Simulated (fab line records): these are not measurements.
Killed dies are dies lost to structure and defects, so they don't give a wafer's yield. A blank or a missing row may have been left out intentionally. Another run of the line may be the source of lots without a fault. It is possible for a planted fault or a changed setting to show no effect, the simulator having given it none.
A lot that was struck, set against a sound lot	flow nand-harc	27 steps out of a route of 1302
Sound: the wafers L125.3, L125.4, L125.6. Struck: wafer L144.1. (L144.2, L144.3 of the same lot were not struck and are left out.) The cause comes at the end.
At each step with rows: each side's tool, then ch and its chambers, then its first start. Under that, the readings that differ: sound wafers	struck wafers	difference of the means	sigmas: that difference in standard deviations of wafers without a fault.
alike: readings whose means differ by less than 2 such deviations, and words and numbers that are the same on both sides. not compared: withheld readings, readings that some wafer has no value for, bounds like >300 that may hide the same value, and numbers for which the record gives no deviation and whose values overlap.
A row with sigmas, a row that says differs or no value, or rows on one side alone: a step with any of these is where the two part. Non-overlapping numbers with no deviation appear without sigmas and do not part them. A reading missing from all wafers of one side parts the sides only when that side holds two or more wafers.

NHARC_A_M0_DEGAS_28: time 60 s.
  struck on pvd-sputter-02, day 31 05:26; sound on pvd-sputter-02, day 23 06:14
  alike: heater-power-w
NHARC_A_M0_PRE_CLEAN_29: time 30 s.
  sound on pvd-sputter-02; struck on pvd-sputter-02
  alike: heater-power-w
then, 3 steps without rows for these wafers: NHARC_A_M0_PVD_20 (deposits TaN, target thk 5 nm, time 8.06 s); NHARC_A_M0_PVD_21 (deposits Cu, target thk 30 nm, time 20.49 s); NHARC_A_M0_ECD_22 (material Cu, target thk 400 nm).
NHARC_A_M0_ANNEAL_30: time 90 s.
  sound on rtp-anneal-01 ch 0, day 23 07:04; struck on rtp-anneal-01 ch 0, day 31 06:11
  alike: wafer_temp_C_max
NHARC_A_M0_CMP_23: polishes, t overpolish 20 s, target thk 113.75 nm.
  sound on cmp-01 ch 1,3, day 23 07:19; struck on cmp-01 ch 1, day 31 06:32
  alike: motor-current-A, time-to-endpoint-s
NHARC_A_M0_THK_MEAS_24: measures by xrf.
  struck on film-metro-01, day 31 06:52; sound on film-metro-02, day 23 07:37
  alike: thk-nm
then, 1 step without rows for these wafers: NHARC_A_M0_SRD_25.
NHARC_A_M0_INSPECT_27:
  struck on defect-inspect-02, day 31 07:01; sound on defect-inspect-01, day 23 07:47
  alike: raw-defect-count
NHARC_A_M0_PRE_CLEAN_31: time 12 s.
  sound on pecvd-01 ch 0,1,2, day 23 07:51; struck on pecvd-02 ch 2, day 31 07:05
  alike: heater-power-outer-w, heater-power-w, rf-fwd-power-W
NHARC_A_M0_DEP_32: deposits SiCN, target thk 30 nm.
  sound on pecvd-01 ch 0,1,2, day 23 07:55; struck on pecvd-02 ch 2, day 31 07:10
  alike: heater-power-outer-w, heater-power-w, rf-fwd-power-W
then, 10 steps without rows for these wafers: NHARC_A_M1_DEP_00 (deposits SiOC, target thk 182.5 nm); NHARC_A_M1_DEHYDRATE_01 (time 120 s); NHARC_A_M1_HMDS_02 (time 30 s); NHARC_A_M1_COAT_34 (time 65 s); NHARC_A_M1_COAT_03 (resist thk 90 nm); NHARC_A_M1_SOFTBAKE_04 (time 55 s); NHARC_A_M1_EBR_05; NHARC_A_M1_EXPOSE_06 (exposes mask A M1, target cd 120 nm); NHARC_A_M1_PEB_07 (peb time 65 s); NHARC_A_M1_DEVELOP_08 (develop time 35 s).
NHARC_A_M1_CD_MEAS_09: target cd 120 nm.
  sound on cd-sem-03 ch 0, day 23 09:04; struck on cd-sem-02 ch 0, day 31 08:26
  alike: cd-nm
NHARC_A_M1_OVL_MEAS_10: pitch 240 nm.
  struck on overlay-02, day 31 08:31; sound on overlay-01, day 23 09:08
  alike: overlay-x-nm, overlay-y-nm
NHARC_A_M1_INSPECT_11:
  struck on defect-inspect-01, day 31 08:34; sound on defect-inspect-01, day 23 09:11
reading	sound	struck	difference	sigmas
raw-defect-count	18 21 27	1295	+1273	+34
then, 1 step without rows for these wafers: NHARC_A_M1_DESCUM_14 (chemistry O2, time 3 s).
NHARC_END_SORT_01:
  sound on prober-02 ch 0, day 25 02:39; struck on prober-01 ch 0, day 33 02:34
reading	sound	struck	difference	sigmas
defect-limited-yield (%)	97.3 96.3 96.9	87.0	-9.8	-4
killed-at-array	17 22 21	84	+64	+3
killed-dies	18 25 21	88	+67	+4
  alike: killed-at-other, killed-at-periphery, killed-open, killed-short

WHERE THEY PART
Earliest at NHARC_A_M1_INSPECT_11; latest, in this record, at NHARC_END_SORT_01.

WHY: whatever the simulator had introduced
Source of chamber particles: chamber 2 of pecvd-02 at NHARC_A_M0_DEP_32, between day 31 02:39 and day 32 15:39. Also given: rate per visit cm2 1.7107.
